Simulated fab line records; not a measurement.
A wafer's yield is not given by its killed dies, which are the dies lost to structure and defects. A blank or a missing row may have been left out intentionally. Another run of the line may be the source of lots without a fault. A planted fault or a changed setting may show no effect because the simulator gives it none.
A lot that was struck, set against a sound lot | flow n5_finfet | 38 out of 1938 route steps
Sound: wafers L351.2, L351.4, L351.5. Struck: wafer L342.5 (left out: L342.6, a lot-mate that was not struck); the cause follows at the end.
Each step with rows lists, per side, the tool, then ch with its chambers, then its first start. Under that, the readings that differ: sound wafers | struck wafers | difference of the means | sigmas: that difference in standard deviations of wafers without a fault.
alike: readings with means less than 2 such deviations apart, plus words and numbers identical on both sides. not compared: withheld readings, readings lacking a value on some wafer, bounds such as >300 that could conceal the same value, and numbers that have no deviation in the record and whose values overlap.
A row with sigmas, a row that says differs or no value, or rows on one side alone: a step with any of these is where the two part. Non-overlapping numbers with no deviation appear without sigmas and do not part them. A reading missing from all wafers of one side parts the sides only when that side holds two or more wafers.

first, 9 steps without rows for these wafers: N5_BEOL_M6_DESCUM_33 (chemistry O2, time 7 s); N5_BEOL_M6_ETCH_72 (etches underlayer in N2/H2, target depth 6.5 nm, time 5.2 s); N5_BEOL_M6_ETCH_65 (etches SiARC in CF4, target depth 15.6 nm, time 26 s); N5_BEOL_M6_ETCH_66 (etches SOC in N2/H2, target depth 80 nm, overetch 16 nm, time 120 s); N5_BEOL_M6_STRIP_69 (strips in N2/H2); N5_BEOL_M6_STRIP_73 (strips in N2/H2); N5_BEOL_M6_VIA_ETCH_34 (etches SiCOH lowk in C4F6/O2, target depth 126.3 nm, time 50.9 s); N5_BEOL_M6_STRIP_76 (strips in C4F6/O2); N5_BEOL_M6_STRIP_36 (strips in N2/H2).
N5_BEOL_M6_TRENCH_ETCH_37: etches SiCOH lowk in C4F6/O2, target depth 94.435 nm, time 31.5 s.
  sound on rie_diel-04 ch 0,2,3, day 15 15:49; struck on rie_diel-06 ch 1, day 12 05:55
  reading                                    | sound             | struck | difference | sigmas
  oes_product_au (a.u.)                      | 0.75 0.72 0.76    | 0.94   | +0.20      | +2
  model.etch.depth_nm (nm)                   | 96.38 94.72 94.41 | 133.2  | +38.0      |
  model.BEOL_M6.feature_depth_nm (nm)        | 96.4 94.8 94.4    | 133.2  | +38.0      |
  model.TiN_of_BEOL_M6_HM_DEP_02.thk_nm (nm) | 17 17.2 17.4      | 16.2   | -1.0       |
  alike: C4F6_flow_sccm, drypump_motor_current_A, rf_vpp_V, showerhead_plenum_p_Torr, throttle_valve_pct
  not compared: rf_hours_counter_h
then, 2 steps without rows for these wafers: N5_BEOL_M6_ETCH_41 (etches SiCN in CH3F/O2, target depth 29.7 nm, time 52 s); N5_BEOL_M6_STRIP_80 (strips in N2/H2, time 10 s).
N5_BEOL_M6_OCD_MEAS_38:
  sound on ocd-01 at day 15 15:58; struck on ocd-01 at day 12 06:04
  reading              | sound          | struck | difference | sigmas
  trench_depth_nm (nm) | 96.0 95.0 94.0 | 133.4  | +38.4      | +21
then, 13 steps without rows for these wafers: N5_BEOL_M6_HM_STRIP_39 (strips TiN in peroxide tin strip, target depth 25 nm, time 158 s); N5_BEOL_M6_SRD_40 (time 30 s); N5_BEOL_M6_PRECLEAN_42 (cleans in residue remover, time 60 s); N5_BEOL_M6_SRD_43 (time 30 s); N5_BEOL_M6_CURE_75 (cures SiCOH lowk, time 120 s); N5_BEOL_M6_DEGAS_44 (time 60 s); N5_BEOL_M6_PRE_CLEAN_45 (time 30 s); N5_BEOL_M6_ALD_77 (deposits TaN, target thk 2 nm, pulse time 2 s, purge time 3 s); N5_BEOL_M6_SURFACE_TREAT_79; N5_BEOL_M6_CVD_78 (deposits Co from CCTBA/H2, target thk 2 nm, time 142.3 s); N5_BEOL_M6_SPUTTER_48 (material Cu, target thk 10 nm, time 1.667 s); N5_BEOL_M6_ECD_50 (material Cu, target thk 300 nm); N5_BEOL_M6_ANNEAL_51 (time 90 s).
N5_BEOL_M6_CMP_52: polishes, stops on SiCOH lowk, t overpolish 6.9 s, target thk 80 nm.
  sound on cmp-02 ch 0,1,2, day 15 18:22; struck on cmp-03 ch 0, day 12 08:49
  reading                                | sound          | struck | difference | sigmas
  model.Cu_of_BEOL_M6_ECD_50.thk_nm (nm) | 79.6 77.4 77.4 | 117.8  | +39.7      |
  alike: clearing_platen_down_force_psi, motor_current_A
  not compared: pad_life_wafers
N5_BEOL_M6_THK_MEAS_53: measures by xrf.
  sound on film_metro-02 at day 15 18:39; struck on film_metro-02 at day 12 08:58
  reading     | sound          | struck | difference | sigmas
  M6_THK (nm) | 80.6 78.4 78.2 | 118.6  | +39.5      | +21
then, 2 steps without rows for these wafers: N5_BEOL_M6_PRE_CLEAN_55 (time 15 s); N5_BEOL_M6_DEP_56 (deposits SiCN from 3MS/NH3, target thk 10 nm, time 17.5 s).
N5_BEOL_M6_RS_MEAS_57: measurement is done with a four-point probe.
  sound on film_metro-02 at day 15 18:47; struck on film_metro-02 at day 12 09:05
  reading        | sound             | struck | difference | sigmas
  M6_RS (ohm/sq) | 0.287 0.298 0.296 | 0.183  | -0.111     | -13
then, 5 steps without rows for these wafers: N5_BEOL_M7_ILD_DEP_00 (deposits SiCOH lowk from DEMS/porogen, target thk 179.75 nm, time 33.4 s); N5_BEOL_M7_CURE_74 (cures SiCOH lowk, time 240 s); N5_BEOL_M7_PECVD_70 (deposits SiO2 from TEOS/O2, target thk 20 nm, time 22.7 s); N5_BEOL_M7_HM_DEP_02 (deposits TiN, target thk 20 nm); N5_BEOL_M7_COAT_59 (time 60 s, resist thk 100 nm).
-- record jumps: 3 days separate the struck wafers' starts on either side; left off in module BEOL_M7, taken up again in module BEOL_M15, whose first shown step is the route's number 1830 --
N5_BEOL_M15_RC_MEAS_101:
  sound on prober-01 ch 0, day 19 00:59; struck on prober-02 ch 0, day 15 07:37
  reading                   | sound          | struck | difference | sigmas
  SERP_M6 (ohm/um)          | 13.9 14.3 14.8 | 8.7    | -5.6       | -11
  SERP_M6_max_site (ohm/um) | 14.3 14.6 15.4 | 8.9    | -5.9       | -10
  alike: COMB_M10, COMB_M10_max_site, COMB_M11, COMB_M12, COMB_M13, COMB_M14, COMB_M15, COMB_M5, COMB_M7, COMB_M8, COMB_M9, SERP_M10, SERP_M11, SERP_M12, SERP_M13, SERP_M13_max_site, SERP_M14, SERP_M5, SERP_M7, SERP_M7_max_site, SERP_M8, SERP_M9
following that, these wafers have no rows for 1 step: N5_PASSIVATION_PROBE_49.

== WHERE THEY PART ==
Earliest at N5_BEOL_M6_TRENCH_ETCH_37; latest, in this record, at N5_BEOL_M15_RC_MEAS_101.

WHY: whatever the simulator had introduced
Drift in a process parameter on rie_diel-06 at N5_BEOL_M6_TRENCH_ETCH_37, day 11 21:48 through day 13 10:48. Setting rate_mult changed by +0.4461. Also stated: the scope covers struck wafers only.
